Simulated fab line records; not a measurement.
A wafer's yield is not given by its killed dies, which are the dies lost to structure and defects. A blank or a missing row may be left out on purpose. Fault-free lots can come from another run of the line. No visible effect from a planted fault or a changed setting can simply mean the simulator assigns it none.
fab line records	flow n5_finfet
record: lots: 7	wafers: 21	last_day: 17
route steps=1938 shown BEOL_M4@1043
lots with no fault: from the same line, run without faults
start_h: hours from the record's opening day to when the first of the lot's shown wafers began	wait_h: how many hours have passed since the lot's step before this one	" unchanged from the row above	L1.1+2: several wafers, shown together as one row	- no value, or no start given	* or withheld: withheld	< > ~ a bound
route shown NAME@n: a module of which the file shows steps, and the number in the route of the first	usual: mean/standard deviation of fault-free wafers	same: alike in all rows	chamber/n: place in a boat	sites: per-site readings	_std_site: the values' standard deviation	_edge_site: the outer-site mean with the inner-site mean subtracted	radius_mm: for every site, how far away it sits from the centre of the wafer	mask NAME#n: copy n	behind: the tool/chamber that last shaped the wafer	hold: reason for holding the lot/hours on hold/outcome of the hold	device: whichever transistor did not switch (one of n, p or np)	end of line: at the end of the route, the tests of the same wafers	a step with no rows: only its recipe	killed: dies lost to structure and defects at the first sort, not the wafer's yield	map: dies across one wafer; x = killed, . = not, _ = none there
set.NAME: the setting as run; set.NAME@STEP: as run at that earlier step	model.NAME: the simulator's own value behind a step, which no gauge read
lots at some steps of the route; a table a step, a row a wafer
services: a tool's chamber out of use, with start hour (start_h, from the record's first day; less than 0 if before it), hours out, and reason
== steps ==
step: N5_BEOL_M4_STRIP_66
recipe: chemistry: CF4	resist: SiARC	power_w: 300	bias_power_w: 75	pressure_mtorr: 50	cf4_flow_sccm: 150	rf_frequency_hz: 6e+07
usual: drypump_motor_current_A: 5.6/0.43	oes_product_au: 0.79/0.081	rf_fwd_power_W: 292.5/0.88	rf_vpp_V: 271.3/2	showerhead_plenum_p_Torr: 1.81/0.077	throttle_valve_pct: 13.65/0.2
lot.wafer	tool	chamber	start_h	wait_h	drypump_motor_current_A	oes_product_au	rf_fwd_power_W	rf_hours_counter_h	rf_vpp_V	showerhead_plenum_p_Torr	throttle_valve_pct
L209.1	rie_diel-02	2	165.23	0.0	5.4	0.69	293.1	234	270.3	1.76	13.82
L209.3	"	0	"	"	5.9	0.79	294.2	121	273.9	1.88	13.79
L209.6	"	2	"	"	5.4	0.69	291.7	-	268.8	1.76	13.80
L216.1	rie_diel-01	1	238.51	0.0	5.3	0.76	290.5	149	269.1	1.73	13.80
L216.2	"	2	"	"	4.9	0.71	290.2	199	268.6	1.66	13.88
L216.3	"	3	"	"	5.5	0.88	292.4	27	272.9	1.83	13.45
L220.1	rie_diel-06	3	244.26	0.0	6.3	0.86	293.0	57	269.4	1.75	13.39
L220.2	"	2	"	"	5.9	0.67	291.2	231	269.2	1.77	13.87
L220.3	"	1	"	"	6.3	0.89	293.3	26	274.2	1.90	13.57
L219.1	rie_diel-02	0	251.62	0.0	5.9	0.76	292.7	147	274.2	1.87	13.85
L219.4	"	0	"	"	5.9	0.76	292.6	-	273.7	1.87	13.88
L219.5	"	1	"	"	5.4	0.77	292.0	-	273.7	1.88	13.88
L222.3	rie_diel-06	1	256.76	0.0	6.3	0.89	291.8	30	274.7	1.90	13.59
L222.5	"	0	"	"	5.6	0.79	292.8	-	272.4	1.89	13.56
L222.6	"	1	"	"	6.3	0.89	291.8	-	274.0	1.90	13.59
L224.2	rie_diel-02	2	271.28	0.0	5.4	0.95	292.3	6	268.9	1.76	13.26
L224.4	"	1	"	"	5.4	0.76	292.0	129	272.5	1.88	13.90
L224.5	"	2	"	"	5.4	0.95	292.9	-	272.1	1.76	13.25
L225.4	rie_diel-02	2	273.43	0.0	5.4	0.95	292.9	7	269.8	1.76	13.27
L225.5	"	1	"	"	5.4	0.76	292.1	-	272.7	1.88	13.89
L225.6	"	2	"	"	5.4	0.96	291.6	-	270.1	1.76	13.27
step: N5_BEOL_M4_HM_OPEN_17
recipe: chemistry: Cl2/BCl3	target_depth_a: 200	overetch_a: 60	target: TiN	mask_material: SOC	ion_energy_ev: 150	pressure_mtorr: 10	icp_w: 1000	bias_w: 126	Cl2_flow_sccm: 53.25	bcl3_flow_sccm: 21.75	Ar_flow_sccm: 25
usual: drypump_motor_current_A: 5.85/0.17	oes_product_au: 0.70/0.085	rf_fwd_power_W: 992/4.3	throttle_valve_pct: 22.07/0.27
lot.wafer	tool	chamber	start_h	wait_h	drypump_motor_current_A	oes_product_au	rf_fwd_power_W	rf_hours_counter_h	throttle_valve_pct
L209.1	rie_metal-03	0	165.27	0.0	5.82	0.74	998	9	21.63
L209.3	"	1	"	"	5.56	0.69	996	-	22.50
L209.6	"	1	"	"	5.58	0.69	989	-	22.49
L216.1	rie_metal-03	1	238.55	0.0	5.58	0.68	990	32	22.51
L216.2	"	0	"	"	5.85	0.71	995	15	21.66
L216.3	"	0	"	"	5.84	0.71	989	-	21.65
L220.1	rie_metal-02	0	244.30	0.0	6.02	0.73	999	13	21.98
L220.2	"	1	"	"	5.83	0.81	997	3	21.94
L220.3	"	1	"	"	5.84	0.82	997	-	21.92
L219.1	rie_metal-02	0	251.66	0.0	6.05	0.74	993	14	21.97
L219.4	"	0	"	"	6.07	0.73	990	-	21.97
L219.5	"	0	"	"	6.07	0.73	990	-	21.97
L222.3	rie_metal-02	1	256.83	0.1	5.83	0.81	991	-	21.94
L222.5	"	0	"	"	6.04	0.74	1000	-	21.96
L222.6	"	1	"	"	5.85	0.81	990	-	21.93
L224.2	rie_metal-02	1	271.32	0.0	5.84	0.79	998	6	21.94
L224.4	"	0	"	"	6.04	0.72	999	-	21.98
L224.5	"	1	"	"	5.85	0.79	996	-	21.94
L225.4	rie_metal-02	0	273.51	0.1	6.06	0.72	987	-	21.97
L225.5	"	1	"	"	5.84	0.80	993	-	21.94
L225.6	"	0	"	"	6.05	0.73	985	-	21.97
step: N5_BEOL_M4_STRIP_19
recipe: chemistry: O2	power_w: 400	temp_c: 40	pressure_mtorr: 30	rf_frequency_hz: 6e+07	bias_power_w: 0	overash_fraction: 0.2	o2_flow_sccm: 225
usual: drypump_motor_current_A: 5.6/0.45	oes_product_au: 0.80/0.086	rf_vpp_V: 3.7/0.52	showerhead_plenum_p_Torr: 2.10/0.1	temp_c: 39.99/0.11	throttle_valve_pct: 16.74/0.19
same: overash_fraction: 0.2
lot.wafer	tool	chamber	start_h	wait_h	drypump_motor_current_A	oes_product_au	rf_hours_counter_h	rf_vpp_V	showerhead_plenum_p_Torr	temp_c	throttle_valve_pct
L209.1	rie_diel-02	3	165.38	0.1	5.8	0.74	189	4.4	2.09	39.73	16.53
L209.3	"	1	"	"	5.4	0.82	86	2.9	2.21	40.16	16.90
L209.6	"	1	"	"	5.4	0.80	-	3.7	2.21	40.09	16.89
L216.1	rie_diel-01	2	238.69	0.1	4.9	0.71	199	3.6	1.91	39.93	16.91
L216.2	"	1	"	"	5.3	0.77	149	4.1	2.02	39.74	16.94
L216.3	"	3	"	"	5.6	0.88	27	3.6	2.14	39.74	16.59
L220.1	rie_diel-06	1	244.41	0.1	6.3	0.90	26	4.4	2.24	39.98	16.77
L220.2	"	2	"	"	5.9	0.68	232	3.9	2.06	39.97	16.89
L220.3	"	3	"	"	6.3	0.86	57	3.3	2.03	40.01	16.43
L219.1	rie_diel-06	0	251.77	0.1	5.6	0.80	96	4.2	2.20	39.93	16.61
L219.4	"	2	"	"	5.9	0.67	234	3.8	2.06	39.93	16.90
L219.5	"	2	"	"	5.9	0.67	-	3.5	2.06	40.03	16.91
L222.3	rie_diel-02	2	256.98	0.1	5.4	1.01	1	2.5	2.06	40.05	16.46
L222.5	"	2	"	"	5.4	1.01	-	3.9	2.06	40.02	16.46
L222.6	"	1	"	"	5.4	0.79	-	4.0	2.20	40.01	16.96
L224.2	rie_diel-06	3	271.43	0.1	6.3	0.86	66	3.4	2.03	39.96	16.46
L224.4	"	0	"	"	5.6	0.80	101	3.0	2.20	39.81	16.61
L224.5	"	3	"	"	6.3	0.86	-	3.7	2.03	40.01	16.46
L225.4	rie_diel-02	1	273.60	0.1	5.4	0.78	130	3.9	2.19	40.13	16.96
L225.5	"	1	"	"	5.4	0.78	-	3.0	2.19	40.12	16.98
L225.6	"	0	"	"	5.9	0.78	-	3.8	2.18	39.96	16.97
step: N5_BEOL_M4_CD_MEAS_18
recipe: pitch_nm: 36	target_cd_nm: 18
usual: cd_nm: 17.99/0.28
lot.wafer	tool	chamber	start_h	wait_h	cd_nm
L209.1	cd_sem-01	-	165.45	0.0	17.87
L209.3	"	-	"	"	17.82
L209.6	"	-	"	"	17.51
L216.1	cd_sem-01	-	238.76	0.0	17.58
L216.2	"	-	"	"	17.95
L216.3	"	-	"	"	18.17
L220.1	cd_sem-03	-	244.48	0.0	17.90
L220.2	"	-	"	"	17.88
L220.3	"	-	"	"	18.37
L219.1	cd_sem-01	-	251.84	0.0	17.79
L219.4	"	-	"	"	18.01
L219.5	"	-	"	"	17.99
L222.3	cd_sem-03	-	257.05	0.1	18.84
L222.5	"	-	"	"	18.02
L222.6	"	-	"	"	18.43
L224.2	cd_sem-02	-	271.51	0.1	17.96
L224.4	"	-	"	"	17.81
L224.5	"	-	"	"	17.77
L225.4	cd_sem-02	-	273.67	0.1	18.12
L225.5	"	-	"	"	17.69
L225.6	"	-	"	"	17.68
step: N5_BEOL_M4_COAT_67
recipe: resist: SOC	temp_c: 250	time_s: 60	spin_rpm: 1500	resist_thk_nm: 60
step: N5_BEOL_M4_COAT_68
recipe: resist: SiARC	temp_c: 220	time_s: 60	spin_rpm: 1500	resist_thk_nm: 12
step: N5_BEOL_M4_COAT_76
recipe: resist: underlayer	temp_c: 205	time_s: 60	spin_rpm: 1500	resist_thk_nm: 5
step: N5_BEOL_M4_COAT_22
recipe: resist: CAR-EUV	spin_rpm: 1500	resist_thk_nm: 30
step: N5_BEOL_M4_EBR_24
recipe: solvent: PGMEA	ebr_width_mm: 1.5
step: N5_BEOL_M4_SOFTBAKE_23
recipe: temp_c: 110	time_s: 60	resist: CAR-EUV
step: N5_BEOL_M4_EXPOSE_25
recipe: mask_id: V3	na: 0.33	source_shape: quasar	sigma_inner: 0.2	sigma_outer: 0.8	polarization: unpolarized	defocus_nm: 5	dose_mj: 63
step: N5_BEOL_M4_PEB_26
recipe: peb_temp_c: 100	peb_time_s: 60	resist: CAR-EUV
step: N5_BEOL_M4_DEVELOP_27
recipe: develop_time_s: 30	developer: TMAH	resist: CAR-EUV	rinse_liquid: surfactant_rinse	dry: air_spin	dev_temp_c: 23
usual: chill_plate_temp_C: 23.00/0.12	develop_time_s: 30/0
lot.wafer	tool	chamber	start_h	wait_h	chill_plate_temp_C	develop_time_s	model.CAR-EUV_of_BEOL_M4_COAT_22.thk_nm
L209.1	litho_track-05	0	165.71	-	23.01	30	29.6
L209.3	"	0	"	"	23.03	30	29.6
L209.6	"	0	"	"	22.93	30	29.6
L216.1	litho_track-03	-	239.15	-	-	-	30.2
L216.2	"	-	"	"	-	-	30
L216.3	"	-	"	"	-	-	30
L220.1	litho_track-05	-	244.74	-	-	-	30
L220.2	"	-	"	"	-	-	30
L220.3	"	-	"	"	-	-	30
L219.1	litho_track-01	-	252.10	-	-	-	30
L219.4	"	-	"	"	-	-	30
L219.5	"	-	"	"	-	-	30
L222.3	litho_track-01	0	257.31	-	23.00	30	29.6
L222.5	"	0	"	"	22.95	30	29.6
L222.6	"	0	"	"	23.19	30	29.6
L224.2	litho_track-05	0	271.77	-	23.01	30	29.6
L224.4	"	0	"	"	23.05	30	29.6
L224.5	"	0	"	"	23.24	30	29.6
L225.4	litho_track-03	0	274.09	-	23.18	30	29.6
L225.5	"	0	"	"	23.16	30	29.6
L225.6	"	0	"	"	23.21	30	29.6
step: N5_BEOL_M4_CD_MEAS_28
recipe: target_cd_nm: 26.2	landing_energy_ev: 500	detector: se_inlens	target_cd_y_nm: 24.1	polarity: opening
usual: cd_nm: 26.19/0.22
lot.wafer	tool	chamber	start_h	wait_h	cd_nm
L209.1	cd_sem-03	0	165.77	-	26.18
L209.3	"	0	"	"	26.16
L209.6	"	0	"	"	26.29
L216.1	cd_sem-01	0	239.21	-	-
L216.2	"	0	"	"	-
L216.3	"	0	"	"	-
L220.1	cd_sem-01	0	244.80	-	-
L220.2	"	0	"	"	-
L220.3	"	0	"	"	-
L219.1	cd_sem-02	0	252.16	-	-
L219.4	"	0	"	"	-
L219.5	"	0	"	"	-
L222.3	cd_sem-03	0	257.37	-	26.48
L222.5	"	0	"	"	26.14
L222.6	"	0	"	"	26.26
L224.2	cd_sem-03	0	271.82	-	26.68
L224.4	"	0	"	"	26.46
L224.5	"	0	"	"	26.14
L225.4	cd_sem-03	0	274.15	-	25.99
L225.5	"	0	"	"	26.15
L225.6	"	0	"	"	26.04
== services ==
tool	chamber	start_h	hours	kind
rie_diel-06	1	152.17	-	clean
rie_diel-06	1	152.17	-	consumable_replace:focus_ring
rie_diel-06	1	152.17	-	consumable_replace:showerhead
rie_diel-06	1	152.17	15.1	scheduled_down
rie_diel-06	1	152.17	15.1	vent_cycle
litho_track-01	-	155.88	-	consumable_replace:filter
rie_metal-03	-	162.22	1.0	repair
rie_diel-02	2	170.33	32.7	repair
rie_metal-02	1	190.84	-	clean
rie_metal-02	1	190.84	21.2	scheduled_down
rie_metal-02	1	190.84	21.2	vent_cycle
rie_diel-01	1	192.44	4.1	repair
rie_diel-01	0	237.25	-	clean
rie_diel-01	0	237.25	-	consumable_replace:focus_ring
rie_diel-01	0	237.25	-	consumable_replace:showerhead
rie_diel-01	0	237.25	20.1	scheduled_down
rie_diel-01	0	237.25	20.1	vent_cycle
rie_diel-02	2	237.85	-	clean
rie_diel-02	2	237.85	-	consumable_replace:focus_ring
rie_diel-02	2	237.85	13.9	scheduled_down
rie_diel-02	2	237.85	13.9	vent_cycle
rie_metal-03	-	239.27	2.4	repair
rie_diel-06	0	243.05	2.5	repair
rie_diel-02	0	263.26	1.9	repair
== key ==
first_sign: step: N5_BEOL_M4_DEVELOP_27	reading: tool_record	direction: missing
effect none on later readings
model_effect: step: N5_BEOL_M4_DEVELOP_27	value: CAR-EUV_of_BEOL_M4_COAT_22.thk_nm	without: 29.58	struck: 30.02
met_at N5_BEOL_M4_DEVELOP_27
struck_wafers L216.1,L216.2,L216.3,L219.1,L219.4,L219.5,L220.1,L220.2,L220.3
later_rows_left_out L216.1,L216.2,L216.3,L219.1,L219.4,L219.5,L220.1,L220.2,L220.3
sort_left_out L216.1,L216.2,L216.3,L219.1,L219.4,L219.5,L220.1,L220.2,L220.3
onset_between 165.71 239.15
fault: kind: skipped_step_whole	tool: litho_track-01,litho_track-03,litho_track-05	chamber: -	onset_h: 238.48	steps: N5_BEOL_M4_DEVELOP_27	scope: struck_lots_only
sort_left_out: the simulated sort isn't trusted on such a fault, so these wafers' sort isn't shown, and their yield isn't known
later_rows_left_out: the simulator's readings of these wafers behind a module that went badly wrong aren't trusted and aren't shown, but for the sort
